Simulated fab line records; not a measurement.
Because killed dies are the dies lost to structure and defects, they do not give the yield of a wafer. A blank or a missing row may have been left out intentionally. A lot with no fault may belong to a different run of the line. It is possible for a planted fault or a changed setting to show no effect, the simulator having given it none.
Which tool is to blame? + flow n5-finfet + 9 lots with 27 wafers sampled at 5 steps, on a route of 1938 steps

== WHAT THE GAUGES SHOWED, per wafer ==
N5_SDB_INSPECT_13: inspects for defects (brightfield). Usual: raw-defect-count reads 79 (standard deviation 31).
| lot  | measured    | on                | raw-defect-count | flag |
|------|-------------|-------------------|------------------|------|
| L756 | day 4 07:41 | defect-inspect-01 | 111 49 84        |      |
| L758 | day 4 21:25 | defect-inspect-01 | 104 85 107       |      |
| L759 | day 4 22:27 | defect-inspect-01 | 135 221 98       |      |
| L767 | day 7 06:54 | defect-inspect-02 | 125 81 70        |      |
| L768 | day 7 08:33 | defect-inspect-02 | 103 47 69        |      |
| L769 | day 7 14:56 | defect-inspect-02 | 59 103 114       |      |
| L772 | day 8 04:01 | defect-inspect-01 | 51 78 129        |      |
| L774 | day 8 22:19 | defect-inspect-01 | 88 94 73         |      |
| L775 | day 9 02:56 | defect-inspect-01 | 92 97 89         |      |

N5_BEOL_M4_RC_MEAS_101. Usual: DIBL_N 36.3 mV/V, standard deviation 1.4; DIBL_P 35.7 mV/V, standard deviation 1.5; IOFF_N 0.155 nA/um, standard deviation 0.022; IOFF_P 0.204 nA/um, standard deviation 0.027; ION_N 671 uA/um, standard deviation 9; ION_P 459 uA/um, standard deviation 6.2; SS_N 71.5 mV/dec, standard deviation 0.54; SS_P 73.1 mV/dec, standard deviation 0.56; VT_N 250.2 mV, standard deviation 2.6; VT_P -251 mV, standard deviation 3.3.
| lot  | measured     | on        | DIBL_N (mV/V)  | DIBL_P (mV/V)  | IOFF_N (nA/um)    | IOFF_P (nA/um)    | ION_N (uA/um) | ION_P (uA/um) | SS_N (mV/dec)  | SS_P (mV/dec)  | VT_N (mV)         | VT_P (mV)      | flag |
|------|--------------|-----------|----------------|----------------|-------------------|-------------------|---------------|---------------|----------------|----------------|-------------------|----------------|------|
| L756 | day 8 18:48  | prober-01 | 35.3 35.4 34.2 | 35.6 35.4 33.7 | 0.162 0.156 0.144 | 0.216 0.221 0.187 | 677 663 671   | 466 462 457   | 71.7 71.7 70.8 | 73.3 73.4 72.3 | 247.9 249.2 250.9 | -248 -249 -251 |      |
| L758 | day 8 23:38  | prober-02 | 36.2 34.4 36.4 | 35.2 33.4 34.8 | 0.150 0.129 0.161 | 0.229 0.214 0.235 | 666 670 667   | 468 471 461   | 71.1 70.6 70.9 | 73.1 72.0 73.4 | 252.7 251.9 248.3 | -247 -250 -247 |      |
| L759 | day 9 00:10  | prober-01 | 37.8 35.7 36.8 | 37.2 35.6 37.0 | 0.193 0.148 0.185 | 0.243 0.210 0.239 | 674 670 691   | 465 464 470   | 71.1 70.6 71.4 | 74.0 73.3 73.5 | 246.9 250.1 247.2 | -246 -248 -246 |      |
| L767 | day 11 07:46 | prober-01 | 35.8 36.0 36.3 | 33.7 34.3 33.9 | 0.151 0.158 0.159 | 0.171 0.180 0.179 | 668 682 673   | 451 462 457   | 72.0 70.8 71.1 | 73.8 73.5 74.0 | 252.2 250.4 250.6 | -260 -255 -255 |      |
| L768 | day 11 13:34 | prober-01 | 36.8 36.0 35.6 | 34.0 33.6 33.8 | 0.151 0.138 0.136 | 0.169 0.161 0.166 | 666 667 671   | 454 451 457   | 71.4 71.5 71.4 | 72.9 72.5 73.1 | 248.8 253.7 252.2 | -257 -254 -256 |      |
| L769 | day 11 15:41 | prober-02 | 38.7 38.6 37.4 | 36.4 36.9 35.5 | 0.170 0.167 0.143 | 0.212 0.211 0.199 | 677 673 668   | 462 457 456   | 72.5 72.1 72.0 | 73.1 74.2 73.8 | 246.9 247.0 252.2 | -247 -252 -251 |      |
| L772 | day 12 10:29 | prober-01 | 34.1 35.0 35.4 | 33.5 34.6 34.6 | 0.119 0.131 0.138 | 0.174 0.185 0.192 | 666 664 677   | 457 457 462   | 71.0 71.2 71.6 | 72.7 72.9 73.0 | 253.2 252.5 250.7 | -252 -251 -251 |      |
| L774 | day 13 05:38 | prober-01 | 36.0 34.7 37.8 | 35.2 33.2 37.7 | 0.143 0.120 0.188 | 0.185 0.159 0.224 | 674 655 682   | 459 450 464   | 71.3 72.0 71.5 | 72.9 72.7 73.9 | 252.5 253.5 245.5 | -254 -254 -251 |      |
| L775 | day 13 06:14 | prober-02 | 37.1 36.2 37.1 | 36.6 35.7 37.5 | 0.183 0.157 0.176 | 0.232 0.210 0.248 | 679 667 677   | 465 458 468   | 71.5 71.2 71.0 | 72.9 72.2 73.3 | 246.5 250.3 246.7 | -248 -249 -245 |      |

== WHICH TOOL RAN EACH LOT (tool, then ch and the chambers of the sampled wafers, then the start) ==
| lot  | N5_SD_EPI_P_ETCH_36               | N5_ILD0_CMP_12               | N5_SDB_HM_DEP_00               |
|------|-----------------------------------|------------------------------|--------------------------------|
| L756 | rie-diel-02 ch 2,3, day 3 20:07   | cmp-02 ch 0,1,3, day 4 06:49 | pecvd-04 ch 0,2, day 4 07:10   |
| L758 | rie-diel-04 ch 0,1,2, day 4 08:31 | cmp-04 ch 2,3, day 4 20:43   | pecvd-01 ch 0,1,2, day 4 21:04 |
| L759 | rie-diel-04 ch 0,2,3, day 4 10:47 | cmp-04 ch 0,3, day 4 21:43   | pecvd-01 ch 0,1, day 4 22:04   |
| L767 | rie-diel-02 ch 1,2,3, day 6 18:02 | cmp-01 ch 1,3, day 7 06:02   | pecvd-04 ch 0,1, day 7 06:22   |
| L768 | rie-diel-02 ch 2,3, day 6 20:00   | cmp-02 ch 0,1, day 7 07:43   | pecvd-02 ch 0,1,2, day 7 08:04 |
| L769 | rie-diel-04 ch 0,1,3, day 7 02:38 | cmp-01 ch 1,2,3, day 7 14:05 | pecvd-01 ch 0,1,2, day 7 14:26 |
| L772 | rie-diel-02 ch 1,3, day 7 16:50   | cmp-02 ch 0,1, day 8 03:17   | pecvd-04 ch 0,1,2, day 8 03:38 |
| L774 | rie-diel-02 ch 0,1,2, day 8 09:43 | cmp-02 ch 0,1,3, day 8 21:30 | pecvd-04 ch 0,1,2, day 8 21:49 |
| L775 | rie-diel-02 ch 0,1,3, day 8 15:17 | cmp-02 ch 1,2,3, day 9 02:05 | pecvd-01 ch 0,1, day 9 02:26   |
- N5_SD_EPI_P_ETCH_36: etches SiARC in CF4, target depth 45.5 nm, time 75.8 s.
- N5_ILD0_CMP_12: polishes SiNx, stops on poly-Si, t overpolish 6 s, target thk 17.67 nm.
- N5_SDB_HM_DEP_00: deposits SiNx from SiH4/NH3/N2, target thk 40 nm, time 35.3 s.

== WHAT THE TOOLS THEMSELVES READ (means of the sampled wafers that have a number; where no wafer has one, the mark that the record gives instead) ==
N5_SD_EPI_P_ETCH_36. Usual: cf4-flow-sccm 99.99 sccm, standard deviation 0.27; drypump-motor-current-A 5.80 A, standard deviation 0.28; etch-rf-on-time-s 75.6 s, standard deviation 1.5; mfc-ar-sccm 100.0 sccm, standard deviation 0.32; oes-product-au 0.66 a.u., standard deviation 0.069; rf-vpp-V 184.2 V, standard deviation 1.2; showerhead-plenum-p-Torr 2.15 Torr, standard deviation 0.066; throttle-valve-pct 15.70 %, standard deviation 0.28.
| lot  | tool        | cf4-flow-sccm (sccm) | drypump-motor-current-A (A) | etch-rf-on-time-s (s) | mfc-ar-sccm (sccm) | oes-product-au (a.u.) | rf-vpp-V (V) | showerhead-plenum-p-Torr (Torr) | throttle-valve-pct (%) | flag |
|------|-------------|----------------------|-----------------------------|-----------------------|--------------------|-----------------------|--------------|---------------------------------|------------------------|------|
| L756 | rie-diel-02 | 99.96                | 5.50                        | 77.9                  | 99.7               | 0.62                  | 183.9        | 2.16                            | 15.66                  |      |
| L758 | rie-diel-04 | 100.18               | 5.97                        | 74.8                  | 99.9               | 0.70                  | 184.3        | 2.12                            | 15.60                  |      |
| L759 | rie-diel-04 | 99.99                | 5.70                        | 74.4                  | 100.0              | 0.72                  | 184.8        | 2.15                            | 15.52                  |      |
| L767 | rie-diel-02 | 100.05               | 5.58                        | 76.8                  | 100.0              | 0.62                  | 183.3        | 2.13                            | 15.73                  |      |
| L768 | rie-diel-02 | 100.08               | 5.49                        | 77.2                  | 100.1              | 0.61                  | 183.8        | 2.16                            | 15.70                  |      |
| L769 | rie-diel-04 | 99.96                | 5.84                        | 74.0                  | 99.8               | 0.71                  | 184.8        | 2.21                            | 15.79                  |      |
| L772 | rie-diel-02 | 100.13               | 5.80                        | 77.1                  | 99.8               | 0.60                  | 184.1        | 2.15                            | 15.92                  |      |
| L774 | rie-diel-02 | 99.95                | 5.78                        | 75.6                  | 100.1              | 0.64                  | 184.2        | 2.11                            | 15.74                  |      |
| L775 | rie-diel-02 | 99.96                | 5.85                        | 76.2                  | 100.2              | 0.61                  | 184.5        | 2.15                            | 15.89                  |      |

N5_ILD0_CMP_12. Usual: motor-current-A 8.8 A, standard deviation 0.9; overpolish-run-s 6.000 s, standard deviation 0.0088; time-to-endpoint-s 29.9 s, standard deviation 2.3.
| lot  | tool   | motor-current-A (A) | overpolish-run-s (s) | time-to-endpoint-s (s) | flag |
|------|--------|---------------------|----------------------|------------------------|------|
| L756 | cmp-02 | 9.4                 | 5.992                | 31.1                   |      |
| L758 | cmp-04 | 8.9                 | 5.993                | 29.4                   |      |
| L759 | cmp-04 | 8.5                 | 5.996                | 28.8                   |      |
| L767 | cmp-01 | 8.7                 | 5.997                | 26.3                   |      |
| L768 | cmp-02 | 9.9                 | 5.995                | 30.3                   |      |
| L769 | cmp-01 | 8.7                 | 5.994                | 24.5                   |      |
| L772 | cmp-02 | 10.2                | 6.002                | 30.4                   |      |
| L774 | cmp-02 | 9.5                 | 5.998                | 30.5                   |      |
| L775 | cmp-02 | 8.7                 | 5.999                | 27.3                   |      |

N5_SDB_HM_DEP_00. Usual: heater-power-outer-w 516 W, standard deviation 68; heater-power-w 842 W, standard deviation 110; showerhead-plenum-p-Torr 5.11 Torr, standard deviation 0.12; throttle-valve-pct 39.8 %, standard deviation 2.
| lot  | tool     | heater-power-outer-w (W) | heater-power-w (W) | showerhead-plenum-p-Torr (Torr) | throttle-valve-pct (%) | flag |
|------|----------|--------------------------|--------------------|---------------------------------|------------------------|------|
| L756 | pecvd-04 | 480                      | 729                | 5.20                            | 39.4                   |      |
| L758 | pecvd-01 | 470                      | 764                | 5.08                            | 39.9                   |      |
| L759 | pecvd-01 | 450                      | 745                | 5.08                            | 41.0                   |      |
| L767 | pecvd-04 | 544                      | 845                | 5.14                            | 41.8                   |      |
| L768 | pecvd-02 | 587                      | 975                | 5.09                            | 38.6                   |      |
| L769 | pecvd-01 | 468                      | 755                | 5.06                            | 40.3                   |      |
| L772 | pecvd-04 | 512                      | 806                | 5.18                            | 40.7                   |      |
| L774 | pecvd-04 | 495                      | 799                | 5.19                            | 41.0                   |      |
| L775 | pecvd-01 | 508                      | 826                | 5.08                            | 41.2                   |      |

== THE ANSWER, worked out from the rows above alone ==
Rule: a lot counts as off when the mean over its wafers that have a number is more than 3 standard deviations away from the usual mean. Also off: a lot with no number at a reading for which 4 or more lots have one. All remaining lots with rows at the step are treated as sound. First the gauges in route order, then the tools' own readings, where a lot's mean is used as printed above. The first step at which some lot is off is used, and at that step the reading that is off furthest; a lot without a number counts as furthest.
No lot is off on any of the readings shown, so nothing can be concluded from this.

== WHAT THE SIMULATOR HAD PUT IN ==
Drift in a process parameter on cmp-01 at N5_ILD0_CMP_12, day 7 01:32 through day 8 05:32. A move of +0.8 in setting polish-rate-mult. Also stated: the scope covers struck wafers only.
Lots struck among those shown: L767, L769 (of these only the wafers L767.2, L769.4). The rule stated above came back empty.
